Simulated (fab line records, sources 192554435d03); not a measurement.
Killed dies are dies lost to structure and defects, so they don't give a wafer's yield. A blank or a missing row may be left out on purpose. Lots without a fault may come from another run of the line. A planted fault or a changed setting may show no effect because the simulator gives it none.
A struck lot beside a sound one | flow n5_finfet | 16 steps out of a route of 1938
Sound: wafers L668.1, L668.2, L668.3. Struck: wafer L664.1. (L664.3, L664.5 of the same lot were not struck and are left out.) The cause comes at the end.
At each step with rows: each side's tool, then ch and its chambers, then its first start. Under that, the readings that differ: sound wafers | struck wafers | difference of the means | sigmas: that difference in standard deviations of wafers without a fault.
alike: readings whose means differ by less than 2 such deviations, and words and numbers that are the same on both sides. not compared: withheld readings, readings that some wafer has no value for, bounds like >300 that may hide the same value, and numbers for which the record gives no deviation and whose values overlap.
The two part at a step that has a row with sigmas, a row that says differs or no value, or rows on one side only. Numbers that don't overlap but have no deviation are shown without sigmas and don't part them. A reading that every wafer of one side lacks parts them only if that side has two wafers or more.

first, 9 steps without rows for these wafers: N5_BEOL_M1_COAT_67 (time 60 s, resist thk 60 nm); N5_BEOL_M1_COAT_68 (time 60 s, resist thk 12 nm); N5_BEOL_M1_COAT_76 (time 60 s, resist thk 5 nm); N5_BEOL_M1_COAT_22 (resist thk 30 nm); N5_BEOL_M1_EBR_24; N5_BEOL_M1_SOFTBAKE_23 (time 60 s); N5_BEOL_M1_EXPOSE_25 (exposes mask V0, defocus 5 nm, target cd 24 nm); N5_BEOL_M1_PEB_26 (peb time 60 s); N5_BEOL_M1_DEVELOP_27 (develop time 30 s).
N5_BEOL_M1_DESCUM_33: chemistry O2, time 7 s.
  sound on rie_diel-03 ch 0,1,2, day 10 11:37; struck on rie_diel-04 ch 2, day 9 08:47
  reading                                      | sound          | struck | difference | sigmas
  model.CAR-EUV_of_BEOL_M1_COAT_22.thk_nm (nm) | 26.2 26.2 26.2 | 27.2   | +1.0       |
  alike: drypump_motor_current_A, oes_product_au, rf_vpp_V, showerhead_plenum_p_Torr, throttle_valve_pct
  not compared: rf_fwd_power_W, rf_hours_counter_h
then, 3 steps without rows for these wafers: N5_BEOL_M1_ETCH_77 (etches underlayer in N2/H2, target depth 6.5 nm, time 5.2 s); N5_BEOL_M1_ETCH_69 (etches SiARC in CF4, target depth 15.6 nm, time 26 s); N5_BEOL_M1_ALD_98 (deposits SiO2, target thk 2.5 nm, pulse time 1 s, co reactant pulse time 1 s).
N5_BEOL_M1_ETCHBACK_99: etches SiO2 in CHF3, target depth 5 nm, time 10.4 s.
  sound on rie_diel-03 ch 0,1,2, day 10 16:42; struck on rie_diel-03 ch 2, day 9 15:35
  reading                                      | sound          | struck | difference | sigmas
  rf_hours_counter_h (h)                       | 178 184 118    | 111    | -49        |
  model.CAR-EUV_of_BEOL_M1_COAT_22.thk_nm (nm) | 10.6 10.6 10.6 | 11.6   | +1.0       |
  alike: CHF3_flow_sccm, drypump_motor_current_A, oes_ar_750_au, oes_product_au, rf_fwd_power_W, rf_vpp_V, showerhead_plenum_p_Torr, throttle_valve_pct
then, 1 step without rows for these wafers: N5_BEOL_M1_ETCH_70 (etches SOC in N2/H2, target depth 80 nm, overetch 16 nm, time 120 s).
N5_BEOL_M4_RC_MEAS_101:
  sound on prober-02 ch 0, day 11 20:56; struck on prober-01 ch 0, day 11 10:19
  alike: DIBL_N, DIBL_P, IOFF_N, IOFF_P, ION_N, ION_P, SS_N, SS_P, VT_N, VT_P

WHERE THEY PART
Nowhere in this record.

WHY: what the simulator had put in
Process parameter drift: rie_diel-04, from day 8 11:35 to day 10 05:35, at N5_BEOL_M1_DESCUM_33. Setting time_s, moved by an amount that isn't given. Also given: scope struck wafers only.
